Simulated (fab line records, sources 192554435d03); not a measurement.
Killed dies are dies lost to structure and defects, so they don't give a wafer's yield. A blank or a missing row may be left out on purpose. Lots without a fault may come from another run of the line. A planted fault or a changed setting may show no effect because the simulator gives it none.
Which tool did it? | flow n5_finfet | 10 lots, 30 wafers sampled, at 5 steps of a route of 1938

WHAT THE GAUGES READ, wafer by wafer
N5_HKMG_FIN_THK_MEAS_70: measures by xrf.
lot  | measured    | on            | HK_THK (nm)
L443 | day 4 01:14 | film_metro-01 | 1.606 1.610 1.612
L446 | day 4 21:44 | film_metro-01 | 1.591 1.608 1.607
L450 | day 5 20:36 | film_metro-01 | 1.598 1.606 1.599
L451 | day 6 07:06 | film_metro-01 | 1.595 1.593 1.587
L457 | day 7 14:02 | film_metro-02 | 1.615 1.615 1.616
L459 | day 8 01:45 | film_metro-01 | 1.618 1.604 1.601
L461 | day 8 12:34 | film_metro-01 | 1.610 1.593 1.594
L463 | day 9 02:26 | film_metro-02 | 1.613 1.628 1.616
L464 | day 9 07:26 | film_metro-02 | 1.559 1.579 1.588
L466 | day 9 18:54 | film_metro-02 | 1.605 1.593 1.571

N5_HKMG_FIN_OVL_MEAS_13.
lot  | measured    | on         | NWFM_OVL (nm)
L443 | day 4 02:01 | overlay-02 | -0.2 0.1 -0.4
L446 | day 4 22:31 | overlay-01 | 0.1 0.1 -0.9
L450 | day 5 21:32 | overlay-02 | 0.4 0.4 -0.3
L451 | day 6 08:00 | overlay-02 | 0.9 0.6 -0.3
L457 | day 7 14:56 | overlay-01 | -0.6 -1.1 -0.7
L459 | day 8 02:31 | overlay-02 | -0.8 -0.3 -0.3
L461 | day 8 13:28 | overlay-01 | 0.5 0.6 0.6
L463 | day 9 03:13 | overlay-01 | -0.5 -0.4 -0.3
L464 | day 9 08:21 | overlay-02 | -1.0 0.5 -0.6
L466 | day 9 19:48 | overlay-02 | -1.3 -0.6 -0.9

N5_HKMG_FIN_INSPECT_14: inspects for defects (macro).
lot  | measured    | on                | raw_defect_count
L443 | day 4 02:02 | defect_inspect-02 | 5 5 5
L446 | day 4 22:32 | defect_inspect-02 | 1 1 0
L450 | day 5 21:34 | defect_inspect-02 | 1 0 2
L451 | day 6 08:02 | defect_inspect-01 | 2 2 0
L457 | day 7 14:58 | defect_inspect-01 | 2 3 2
L459 | day 8 02:33 | defect_inspect-02 | 2 1 3
L461 | day 8 13:29 | defect_inspect-01 | 1 0 1
L463 | day 9 03:14 | defect_inspect-02 | 3 3 2
L464 | day 9 08:22 | defect_inspect-02 | 6 2 2
L466 | day 9 19:50 | defect_inspect-02 | 0 1 2

N5_BEOL_M4_RC_MEAS_101.
lot  | measured     | on        | DIBL_N (mV/V)  | DIBL_P (mV/V)  | IOFF_N (nA/um)    | IOFF_P (nA/um) | IOFF_P_85C (nA/um) | IOFF_P_LIN (nA/um) | IOFF_P_LONG (nA/um)        | ION_N (uA/um) | ION_P (uA/um) | SS_N (mV/dec)  | SS_P (mV/dec)  | VT_N (mV)         | VT_P (mV)      | VT_P_LONG (mV)       | VT_P_LVT (mV)
L443 | day 7 20:49  | prober-02 | 35.6 36.6 35.5 | 35.4 36.4 35.4 | 0.143 0.167 0.149 | 0.19 0.20 0.19 | 3.3 3.6 3.3        | 0.091 0.095 0.090  | 9.8e-05 9.5e-05 9.8e-05    | 663 665 674   | 459 450 461   | 71.8 72.1 71.7 | 73.3 73.2 72.7 | 252.3 249.5 251.7 | -255 -253 -255 | -276.4 -278.8 -276.2 | -101.3 -100.6 -100.1
L446 | day 8 18:02  | prober-01 | 36.1 37.7 35.5 | 37.5 39.1 36.7 | 0.159 0.190 0.152 | 0.23 0.27 0.22 | 3.9 4.4 3.9        | 0.105 0.117 0.103  | 0.000106 0.000105 0.000106 | 674 678 677   | 469 469 471   | 71.1 71.6 71.4 | 73.0 73.6 73.6 | 248.9 249.7 253.0 | -247 -248 -252 | -276.4 -276.5 -275.3 | -97.9 -97.0 -98.2
L450 | day 9 18:59  | prober-01 | 36.0 37.8 37.8 | 35.8 37.9 37.7 | 0.153 0.184 0.179 | 0.00 0.00 0.00 | 0.1 0.1 0.1        | 0.002 0.002 0.002  | 4.3e-05 4.3e-05 4.5e-05    | 673 667 684   | 292 289 295   | 72.0 72.8 72.0 | 73.9 73.8 73.6 | 249.3 247.4 245.8 | -363 -361 -363 | -387.0 -385.8 -384.7 | -211.0 -207.1 -208.0
L451 | day 9 21:07  | prober-01 | 36.0 35.8 36.5 | 37.5 37.3 37.8 | 0.176 0.174 0.187 | 0.00 0.00 0.01 | 0.2 0.2 0.2        | 0.002 0.002 0.002  | 4.7e-05 4.5e-05 4.5e-05    | 676 672 679   | 303 304 304   | 71.8 71.7 73.1 | 74.1 74.3 73.4 | 248.6 246.6 249.4 | -353 -359 -356 | -379.5 -382.9 -383.5 | -207.3 -208.2 -205.7
L457 | day 11 18:47 | prober-02 | 36.8 38.4 37.9 | 37.7 39.3 38.4 | 0.165 0.190 0.181 | 0.23 0.27 0.25 | 4.0 4.6 4.2        | 0.108 0.121 0.111  | 0.00011 0.000108 0.000106  | 676 678 676   | 463 470 468   | 71.1 71.7 71.4 | 74.2 73.5 73.5 | 250.1 249.8 249.2 | -249 -246 -249 | -273.2 -276.5 -274.0 | -95.2 -93.2 -95.2
L459 | day 12 08:54 | prober-02 | 38.2 35.8 35.6 | 39.0 36.5 35.4 | 0.202 0.160 0.148 | 0.26 0.21 0.19 | 4.4 3.7 3.4        | 0.118 0.103 0.094  | 0.000113 0.000108 0.000108 | 680 660 676   | 470 454 460   | 71.1 71.4 71.3 | 73.4 72.9 73.3 | 245.6 248.4 250.4 | -246 -249 -252 | -274.4 -273.8 -274.0 | -95.5 -97.0 -99.0
L461 | day 12 16:38 | prober-01 | 37.0 38.6 38.9 | 38.6 40.0 39.9 | 0.158 0.175 0.186 | 0.21 0.22 0.23 | 3.6 3.8 3.9        | 0.098 0.100 0.105  | 0.0001 9.6e-05 0.0001      | 673 676 676   | 466 457 459   | 71.4 72.2 72.4 | 73.5 73.9 74.1 | 249.6 251.9 250.7 | -250 -253 -251 | -277.9 -279.1 -278.0 | -99.8 -99.3 -99.2
L463 | day 12 18:17 | prober-02 | 37.8 35.1 34.4 | 39.6 36.1 35.9 | 0.191 0.142 0.128 | 0.22 0.17 0.17 | 3.9 3.1 3.1        | 0.100 0.082 0.080  | 9.5e-05 9.5e-05 9.3e-05    | 679 671 656   | 457 448 454   | 71.9 71.0 70.8 | 74.2 73.7 73.8 | 247.5 251.1 255.7 | -252 -258 -254 | -281.8 -279.1 -277.2 | -102.0 -106.1 -106.7
L464 | day 13 19:39 | prober-01 | 32.4 33.6 33.5 | 32.4 34.1 33.6 | 0.116 0.125 0.126 | 0.17 0.18 0.17 | 3.0 3.2 3.0        | 0.087 0.093 0.087  | 0.000112 0.000112 0.000109 | 662 672 670   | 457 472 458   | 70.1 70.4 70.2 | 72.2 72.7 72.0 | 252.3 252.2 247.5 | -253 -251 -254 | -273.8 -274.2 -277.1 | -101.5 -99.8 -103.1
L466 | day 13 15:49 | prober-02 | 37.3 38.3 37.7 | 36.0 37.0 35.6 | 0.184 0.213 0.183 | 0.25 0.29 0.25 | 4.2 4.7 4.2        | 0.116 0.127 0.118  | 0.000119 0.00012 0.000121  | 675 673 673   | 464 460 462   | 71.8 71.7 72.7 | 73.7 74.9 74.1 | 246.7 245.4 249.9 | -246 -246 -247 | -272.1 -272.3 -272.5 | -94.7 -93.7 -94.8

WHICH TOOL RAN EACH LOT (tool, then ch and the chambers of the sampled wafers, then the start)
lot  | N5_HKMG_FIN_PWFM_ALD_03
L443 | ald_metal-02 ch 0,1,3, day 4 01:16
L446 | ald_metal-03 ch 0,1,3, day 4 21:46
L450 | ald_metal-02 ch 0,2,3, day 5 20:38
L451 | ald_metal-02 ch 0,1,2, day 6 07:08
L457 | ald_metal-01 ch 0,3, day 7 14:04
L459 | ald_metal-03 ch 1,2,3, day 8 01:47
L461 | ald_metal-02 ch 0,1, day 8 12:35
L463 | ald_metal-01 ch 0,2,3, day 9 02:28
L464 | ald_metal-02 ch 1,2,3, day 9 07:29
L466 | ald_metal-01 ch 0,2, day 9 18:56
- N5_HKMG_FIN_PWFM_ALD_03: deposits TiN, target thk 2 nm, pulse time 1 s, purge time 3 s.

WHAT THE TOOLS THEMSELVES READ (means of the sampled wafers that have a number; where no wafer has one, the mark that the record gives instead)
N5_HKMG_FIN_PWFM_ALD_03.
lot  | tool         | chamber_pressure_Torr (Torr) | heater_power_w (W) | precursor_pulse_height_rel
L443 | ald_metal-02 | 2.993                        | 899                | 0.995
L446 | ald_metal-03 | 2.999                        | 894                | 0.992
L450 | ald_metal-02 | -                            | -                  | -
L451 | ald_metal-02 | -                            | -                  | -
L457 | ald_metal-01 | 3.003                        | 921                | 1.004
L459 | ald_metal-03 | 2.999                        | 895                | 1.014
L461 | ald_metal-02 | 3.002                        | 874                | 0.985
L463 | ald_metal-01 | 2.999                        | 923                | 1.006
L464 | ald_metal-02 | 2.996                        | 884                | 1.013
L466 | ald_metal-01 | 3.000                        | 899                | 0.995

THE ANSWER, worked out from the rows above alone
Rule: what is usual is taken from the lots themselves. Put in order of their means at a reading, lots are off if they are a third of the lots or fewer, leave a main group of 4 or more, and stand apart from it by a gap of 3 or more times the standard deviation of the main group's means; of several such gaps the widest counts. A main group whose means are all the same, to the digits that the tables above print for the reading, isn't used. A lot without any number at a reading at which 4 lots or more have one is off too. The other lots that the step has rows for count as sound. The gauges are gone through in route order, then the tools' own readings, and for those a lot's mean is taken as printed above. The first step at which some lot is off is used, and at that step the reading that is off furthest; a lot without a number counts as furthest.
Off: L450, L451, at N5_BEOL_M4_RC_MEAS_101 (VT_P_LONG). The main group: mean -275.9 mV, standard deviation 2.2.
A tool fits if, at a process step before that reading, it ran every lot that is off, and no sound lot after the first of them. The gauges at N5_BEOL_M4_RC_MEAS_101 aren't tried: what is off there is off at N5_HKMG_FIN_PWFM_ALD_03 too, on other tools, and a gauge's error can't cause that. None of those tried fits.

WHAT THE SIMULATOR HAD PUT IN
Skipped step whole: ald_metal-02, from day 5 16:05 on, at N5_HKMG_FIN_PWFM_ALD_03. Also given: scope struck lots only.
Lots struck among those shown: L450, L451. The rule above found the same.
